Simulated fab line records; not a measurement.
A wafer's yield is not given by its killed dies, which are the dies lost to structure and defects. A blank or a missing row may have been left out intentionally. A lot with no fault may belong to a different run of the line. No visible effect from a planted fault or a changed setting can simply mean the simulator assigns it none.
8D (eight disciplines) problem report, filled in by code + flow nandHarc + the parts of the form that need people (team, actions taken, sign-off) are left out

1. PROBLEM STATEMENT
runLengthS at NHARC_THIN_TSV_ETCH_36 reads a mean of 35.4 s on 2 wafers of 2 lots; wafers without a fault read 39.9 s with a standard deviation of 0.36. Relative to the usual mean, that is a shift of -12 standard deviations.
The step: etches the open film in Cl2/BCl3, target depth 65 nm, time 18.571 s.
Seen first at day 24 00:11 on rieMetal-02, wafer L662.6. At this step, 30 wafers from 10 lots have a number in the record. By rule, "out" or "out of limits" means more than 4 standard deviations away from the usual mean. Any other wafer with a number is counted as sound.

2. WHAT IT IS, AND WHAT IT ISN'T
| question                    | is                | is not                                                              |
|-----------------------------|-------------------|---------------------------------------------------------------------|
| which readings at this step | runLengthS        | drypumpMotorCurrentA, oesProductAu                                  |
| which lots                  | L660, L662        | L640, L641, L642, L643, L646, L647, L653, L655                      |
| which wafers of those lots  | L660.4, L662.6    | L660.1, L660.2, L662.1, L662.2                                      |
| read on which tools         | rieMetal-02       | rieMetal-01, rieMetal-03                                            |
| when                        | from day 24 00:11 | up to then (26 sound wafers); but 2 sound wafers of L660 came after |

3. SUSPECTS, AND WHAT RULES EACH OUT
Counting: a tool at a process step up to the reading stays a suspect if it ran every lot that is out. Sound lots after the first of them don't rule it out here, since some wafers of a struck lot are sound.
- rieMetal-02 at NHARC_THIN_TSV_ETCH_36 (etches the open film in Cl2/BCl3, target depth 65 nm, time 18.571 s): kept. It ran every lot that is out, first L662 (day 24 00:11); its last sound lot up to then is L653 (day 21 23:01). Its own runLengthS readings are out on those wafers.
After counting, what remains is rieMetal-02 at NHARC_THIN_TSV_ETCH_36.

4. THE CAUSE (what the simulator had put in)
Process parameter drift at NHARC_THIN_TSV_ETCH_36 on rieMetal-02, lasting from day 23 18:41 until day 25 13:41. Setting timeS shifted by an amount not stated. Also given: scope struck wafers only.
Counting left only this tool.

5. SEQUENCE OF EFFECTS, ordered by route
Each row: a reading whose mean over the struck wafers that have a number lies more than 3 standard deviations from the usual. Only readings whose record carries a usual standard deviation are examined. hours: median over the lots of the time between each lot's start at the first step of this table that gives one and its start at this step. sigmas: the change, counted in usual standard deviations.
| hours | step                   | reading    | usual  | on struck wafers | change | sigmas |
|-------|------------------------|------------|--------|------------------|--------|--------|
| 0     | NHARC_THIN_TSV_ETCH_36 | runLengthS | 39.9 s | 35.4             | -4.5   | -12    |
Here are the process steps it includes:
- NHARC_THIN_TSV_ETCH_36: etches the open film in Cl2/BCl3, target depth 65 nm, time 18.571 s.

6. HOW IT WOULD HAVE BEEN CAUGHT EARLIER
First out-of-limits reading in this record: day 24 00:11, which is 6 hours after fault onset at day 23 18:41.
